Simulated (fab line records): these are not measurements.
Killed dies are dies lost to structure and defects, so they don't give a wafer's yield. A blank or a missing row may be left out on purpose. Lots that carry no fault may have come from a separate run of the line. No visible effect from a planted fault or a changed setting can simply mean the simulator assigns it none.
What tool caused it?	flow n5_finfet	Sampling: 24 lots, 72 wafers, 3 of 1938 route steps

## WHAT THE GAUGES SHOWED, per wafer
N5_BEOL_M0_CUTY_OVL_MEAS_58. Usual: M0_ABLK_OVL typically reads -0.1 nm, with standard deviation 0.91.
lot	measured	on	M0_ABLK_OVL (nm)	flag
L074	day 5 18:49	overlay-02	0.7 0.3 0.5	
L075	day 6 03:22	overlay-01	0.4 -1.0 0.3	
L076	day 6 10:59	overlay-01	-0.7 0.3 1.4	
L077	day 6 13:46	overlay-01	0.3 0.4 0.4	
L078	day 6 22:17	overlay-01	1.1 1.3 0.3	
L079	day 6 23:14	overlay-02	-0.2 -1.1 -1.8	
L080	day 7 05:16	overlay-01	0.2 0.3 -0.6	
L081	day 7 16:55	overlay-01	0.2 0.2 1.4	
L082	day 7 21:05	overlay-02	-0.5 0.0 0.4	
L083	day 8 06:34	overlay-01	-1.4 0.3 1.4	
L084	day 8 13:37	overlay-02	-1.1 -2.4 -2.4	
L085	day 8 18:40	overlay-02	1.3 0.4 1.7	
L086	day 8 23:07	overlay-02	-0.5 0.3 -0.1	
L087	day 9 04:16	overlay-01	0.5 0.9 0.7	
L088	day 9 15:31	overlay-02	-0.4 -1.1 -1.7	
L089	day 9 16:34	overlay-02	-0.7 -0.3 -1.5	
L090	day 9 20:38	overlay-01	0.1 0.0 -0.1	
L091	day 9 23:11	overlay-02	-0.3 0.2 0.1	
L092	day 10 05:32	overlay-01	-0.7 0.5 -0.4	
L093	day 10 14:40	overlay-01	-0.5 -0.6 -0.9	
L094	day 10 19:19	overlay-02	-0.3 -2.0 -2.0	
L095	day 10 23:18	overlay-02	-0.9 1.1 -1.2	
L096	day 11 08:10	overlay-02	0.1 0.2 -0.9	
L097	day 11 16:44	overlay-01	-0.9 -0.5 0.0	

## WHAT TOOL EACH LOT RAN ON (gives the tool, then ch and the chambers of the sampled wafers, and finally the start)
lot	N5_BEOL_M0_SAQP_ETCH_107	N5_BEOL_M0_SAQP_MANDREL2_REMOVE_110
L074	rie_diel-03 ch 2,3, day 5 14:47	rie_si-04 ch 1,2,3, day 5 15:41
L075	rie_diel-04 ch 2,3, day 6 00:29	rie_si-03 ch 0,1, day 6 01:22
L076	rie_diel-03 ch 0,2, day 6 08:16	rie_si-03 ch 0,3, day 6 09:10
L077	rie_diel-04 ch 0,1,3, day 6 10:38	rie_si-02 ch 1,2, day 6 11:40
L078	rie_diel-06 ch 0,1, day 6 19:25	rie_si-02 ch 1,3, day 6 20:17
L079	rie_diel-04 ch 1,2,3, day 6 20:22	rie_si-03 ch 1,2,3, day 6 21:19
L080	rie_diel-04 ch 0,1, day 7 02:23	rie_si-04 ch 0,1,2, day 7 03:16
L081	rie_diel-03 ch 0,2,3, day 7 12:05	rie_si-02 ch 0,1,2, day 7 14:54
L082	rie_diel-03 ch 0,1,3, day 7 17:13	rie_si-04 ch 0,1,2, day 7 18:58
L083	rie_diel-03 ch 0,3, day 8 03:38	rie_si-02 ch 0,3, day 8 04:34
L084	rie_diel-03 ch 0,2,3, day 8 08:54	rie_si-03 ch 0,3, day 8 09:47
L085	rie_diel-03 ch 0,1,2, day 8 15:28	rie_si-02 ch 0,2,3, day 8 16:30
L086	rie_diel-03 ch 0,1,2, day 8 20:22	rie_si-03 ch 0,2,3, day 8 21:14
L087	rie_diel-06 ch 0,3, day 9 01:00	rie_si-04 ch 2,3, day 9 02:01
L088	rie_diel-06 ch 2,3, day 9 12:41	rie_si-02 ch 0,2,3, day 9 13:34
L089	rie_diel-06 ch 0,1,3, day 9 13:37	rie_si-04 ch 0,1,3, day 9 14:29
L090	rie_diel-03 ch 0,2,3, day 9 17:38	rie_si-03 ch 1,2,3, day 9 18:45
L091	rie_diel-04 ch 1,2,3, day 9 20:26	rie_si-03 ch 2,3, day 9 21:19
L092	rie_diel-03 ch 0,2,3, day 10 02:39	rie_si-04 ch 0,1,2, day 10 03:32
L093	rie_diel-06 ch 0,1,2, day 10 11:12	rie_si-03 ch 0,2,3, day 10 12:46
L094	rie_diel-04 ch 2,3, day 10 16:25	rie_si-02 ch 0,1,2, day 10 17:17
L095	rie_diel-06 ch 0,2,3, day 10 20:25	rie_si-04 ch 0,2,3, day 10 21:18
L096	rie_diel-06 ch 0,1,3, day 11 04:48	rie_si-02 ch 0,2, day 11 05:41
L097	rie_diel-04 ch 0,2, day 11 13:42	rie_si-02 ch 2,3, day 11 14:44
- N5_BEOL_M0_SAQP_ETCH_107: etches SiNx in CH3F/O2, target depth 30 nm.
- N5_BEOL_M0_SAQP_MANDREL2_REMOVE_110: chemistry HBr/Cl2/O2, target a-Si, stops on SiCN, bt time 10 s.

## WHAT THE TOOLS THEMSELVES READ (means of the sampled wafers that have a number; where no wafer has one, the mark that the record gives instead)
N5_BEOL_M0_SAQP_ETCH_107. Usual: drypump_motor_current_A 5.6 A, standard deviation 0.44; oes_product_au 0.79 a.u., standard deviation 0.091; rf_vpp_V 301 V, standard deviation 13; showerhead_plenum_p_Torr 2.00 Torr, standard deviation 0.063; throttle_valve_pct 16.43 %, standard deviation 0.2.
lot	tool	drypump_motor_current_A (A)	oes_product_au (a.u.)	rf_vpp_V (V)	showerhead_plenum_p_Torr (Torr)	throttle_valve_pct (%)	flag
L074	rie_diel-03	5.6	0.76	299	2.01	16.46	
L075	rie_diel-04	5.5	0.77	285	1.93	16.61	
L076	rie_diel-03	5.2	0.69	306	1.99	16.47	
L077	rie_diel-04	5.4	0.78	288	1.98	16.39	
L078	rie_diel-06	5.4	0.81	303	1.95	16.22	
L079	rie_diel-04	5.4	0.78	287	1.95	16.47	
L080	rie_diel-04	5.4	0.72	289	1.99	16.44	
L081	rie_diel-03	5.6	0.77	304	2.01	16.49	
L082	rie_diel-03	5.6	0.85	311	2.06	16.46	
L083	rie_diel-03	5.5	0.78	311	2.02	16.54	
L084	rie_diel-03	5.6	0.86	304	2.01	16.33	
L085	rie_diel-03	5.3	0.86	314	2.03	16.28	
L086	rie_diel-03	5.2	0.86	313	2.03	16.29	
L087	rie_diel-06	5.5	0.84	299	1.97	16.17	
L088	rie_diel-06	6.1	0.74	296	1.99	16.45	
L089	rie_diel-06	5.7	0.80	306	1.98	16.30	
L090	rie_diel-03	5.6	0.84	303	2.00	16.37	
L091	rie_diel-04	5.4	0.74	286	1.94	16.51	
L092	rie_diel-03	5.6	0.83	304	2.00	16.38	
L093	rie_diel-06	5.7	0.73	302	1.95	16.40	
L094	rie_diel-04	5.4	0.79	287	1.93	16.47	
L095	rie_diel-06	5.8	0.77	295	1.98	16.34	
L096	rie_diel-06	5.7	0.78	306	1.98	16.33	
L097	rie_diel-04	5.8	0.69	284	1.92	16.79	

N5_BEOL_M0_SAQP_MANDREL2_REMOVE_110. Usual: drypump_motor_current_A 5.8 A, standard deviation 0.49; oes_product_au 0.995 a.u., standard deviation 0.014; throttle_valve_pct 36.9 %, standard deviation 0.59.
lot	tool	drypump_motor_current_A (A)	oes_product_au (a.u.)	throttle_valve_pct (%)	flag
L074	rie_si-04	5.7	0.992	37.1	
L075	rie_si-03	6.2	0.995	36.6	
L076	rie_si-03	5.9	0.993	36.6	
L077	rie_si-02	5.8	1.006	36.7	
L078	rie_si-02	5.7	1.005	37.2	
L079	rie_si-03	5.6	0.987	36.7	
L080	rie_si-04	6.0	0.979	37.2	
L081	rie_si-02	5.6	1.008	36.8	
L082	rie_si-04	5.9	0.998	37.2	
L083	rie_si-02	6.2	0.986	37.1	
L084	rie_si-03	5.5	0.988	36.3	
L085	rie_si-02	6.0	0.993	36.8	
L086	rie_si-03	5.9	0.992	36.9	
L087	rie_si-04	5.5	0.992	36.7	
L088	rie_si-02	6.0	0.992	36.8	
L089	rie_si-04	6.0	0.996	36.6	
L090	rie_si-03	5.6	0.992	36.7	
L091	rie_si-03	5.4	0.990	36.6	
L092	rie_si-04	6.0	0.993	37.2	
L093	rie_si-03	5.8	0.996	36.9	
L094	rie_si-02	5.6	1.013	36.8	
L095	rie_si-04	5.8	0.985	36.9	
L096	rie_si-02	5.7	0.995	36.6	
L097	rie_si-02	6.2	0.988	36.8	

## THE ANSWER, worked out from the rows above alone
Rule: a lot is off if the mean of its wafers that have a number lies more than 3 standard deviations from the usual mean. A lot without any number at a reading at which 4 lots or more have one is off too. All remaining lots with rows at the step are treated as sound. Order of review: gauges by route order, followed by the tools' own readings, for which a lot's mean as printed above is used. The first step at which some lot is off is used, and at that step the reading that is off furthest; a lot without a number counts as furthest.
None of the lots is off at any reading shown; this tells nothing.

## WHAT THE SIMULATOR HAD INSERTED
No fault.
